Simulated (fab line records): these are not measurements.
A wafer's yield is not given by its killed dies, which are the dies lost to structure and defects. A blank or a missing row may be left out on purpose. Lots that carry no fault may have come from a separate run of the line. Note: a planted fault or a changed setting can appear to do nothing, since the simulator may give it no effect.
The tool behind it: which one? ; flow nand harc ; 12 lots with 36 wafers sampled at 6 steps, on a route of 1302 steps

== WHAT EACH GAUGE READ, for each wafer ==
NHARC_A_ONON_D1_THK_MEAS_14: measures by ellipsometry.
lot;measured;on;thk nm (nm)
L076;day 8 11:27;film metro-02;1008 1007 1007
L077;day 9 04:10;film metro-01;992 992 992
L079;day 9 20:23;film metro-01;1000 1001 1000
L080;day 10 14:05;film metro-02;995 997 993
L083;day 11 09:04;film metro-02;1003 1002 1004
L085;day 12 09:55;film metro-01;993 994 996
L088;day 14 00:49;film metro-01;972 973 971
L089;day 14 09:31;film metro-02;1000 1000 998
L091;day 15 02:38;film metro-01;987 988 986
L093;day 15 18:03;film metro-01;1009 1010 1010
L095;day 16 17:07;film metro-01;1018 1017 1019
L097;day 17 07:56;film metro-02;1017 1016 1016

== WHICH TOOL RAN EACH LOT (tool, then ch and the chambers of the sampled wafers, then the start) ==
lot;NHARC_P_CONTACT_ETCH_36;NHARC_P_CONTACT_STRIP_28;NHARC_P_CONTACT_PVD_32;NHARC_P_M1_DEP_33;NHARC_P_BONDPAD_DESCUM_11
L076;rie diel-03 ch 0,3, day 6 14:26 or earlier;rie diel-03 ch 1,3, day 6 14:26;pvd sputter-01, day 7 00:23 or earlier;pecvd-03 ch 0,2, day 7 00:23;rie diel-08 ch 0,1,2, day 7 06:16
L077;rie diel-05 ch 1,2,3, day 7 04:51 or earlier;rie diel-03 ch 1,2,3, day 7 04:51;pvd sputter-01, day 7 14:46 or earlier;pecvd-01 ch 1,2, day 7 14:46;rie diel-08 ch 0,1,3, day 7 20:46
L079;rie diel-08 ch 1,2,3, day 7 23:41 or earlier;rie diel-05 ch 2,3, day 7 23:41;pvd sputter-01, day 8 09:49 or earlier;pecvd-01 ch 0,1, day 8 09:49;rie diel-09 ch 0,1, day 8 15:50
L080;rie diel-08 ch 0,2,3, day 8 16:26 or earlier;rie diel-05 ch 0,2,3, day 8 16:26;pvd sputter-02, day 9 02:33 or earlier;pecvd-01 ch 0,1,2, day 9 02:33;rie diel-03 ch 0,1,2, day 9 08:43
L083;rie diel-08 ch 2,3, day 9 15:01 or earlier;rie diel-08 ch 0,2,3, day 9 15:01;pvd sputter-03, day 10 00:59 or earlier;pecvd-03 ch 0,1,2, day 10 00:59;rie diel-09 ch 0,1,2, day 10 06:55
L085;rie diel-03 ch 1,2,3, day 10 10:20 or earlier;rie diel-05 ch 0,2, day 10 10:20;pvd sputter-02, day 10 20:13 or earlier;pecvd-03 ch 0,2, day 10 20:13;rie diel-09 ch 0,1,2, day 11 01:59
L088;rie diel-05 ch 0,1,3, day 12 03:30 or earlier;rie diel-05 ch 0,1,3, day 12 03:30;pvd sputter-01, day 12 13:55 or earlier;pecvd-01 ch 0,1,2, day 12 13:55;rie diel-09 ch 0,1,2, day 12 20:05
L089;rie diel-05 ch 1,3, day 12 12:54 or earlier;rie diel-08 ch 0,1, day 12 12:54;pvd sputter-02, day 12 23:03 or earlier;pecvd-01 ch 0,1,2, day 12 23:03;rie diel-08 ch 0,3, day 13 04:54
L091;rie diel-08 ch 0,1,2, day 13 06:50 or earlier;rie diel-05 ch 0,1, day 13 06:50;pvd sputter-01, day 13 16:46 or earlier;pecvd-04 ch 1,2, day 13 16:46;rie diel-08 ch 0,1, day 13 22:43
L093;rie diel-03 ch 2,3, day 13 21:32 or earlier;rie diel-05 ch 1,3, day 13 21:32;pvd sputter-01, day 14 07:44 or earlier;pecvd-03 ch 0,1, day 14 07:44;rie diel-08 ch 0,1, day 14 13:35
L095;rie diel-03 ch 2,3, day 14 20:06 or earlier;rie diel-08 ch 0,3, day 14 20:06;pvd sputter-02, day 15 06:17 or earlier;pecvd-03 ch 0,1,2, day 15 06:17;rie diel-09 ch 0,2, day 15 12:25
L097;rie diel-03 ch 0,1, day 15 11:53 or earlier;rie diel-08 ch 0,3, day 15 11:53;pvd sputter-01, day 15 22:06 or earlier;pecvd-04 ch 0,1,2, day 15 22:06;rie diel-03 ch 0,1,3, day 16 04:10
- NHARC_P_CONTACT_ETCH_36: etches the open film in N2/H2, target depth 260 nm, time 406.25 s.
- NHARC_P_CONTACT_STRIP_28: strips in O2.
- NHARC_P_CONTACT_PVD_32: deposits Ti, target thk 5 nm, time 17.7 s.
- NHARC_P_M1_DEP_33: deposits SiCN, target thk 30 nm.
- NHARC_P_BONDPAD_DESCUM_11: chemistry O2, time 3 s.

== THE ANSWER, worked out from the rows above alone ==
Rule: usual is defined by the lots themselves. Put in order of their means at a reading, lots are off if they are a third of the lots or fewer, leave a main group of 4 or more, and stand apart from it by a gap of 3 or more times the standard deviation of the main group's means; of several such gaps the widest counts. Not used: any main group whose means are identical at the precision the tables above print for the reading. Also off: a lot with no number at a reading for which 4 or more lots have one. All remaining lots with rows at the step are treated as sound.
Nothing can be told from this: no lot is off at any reading shown.

== WHAT THE SIMULATOR HAD INSERTED ==
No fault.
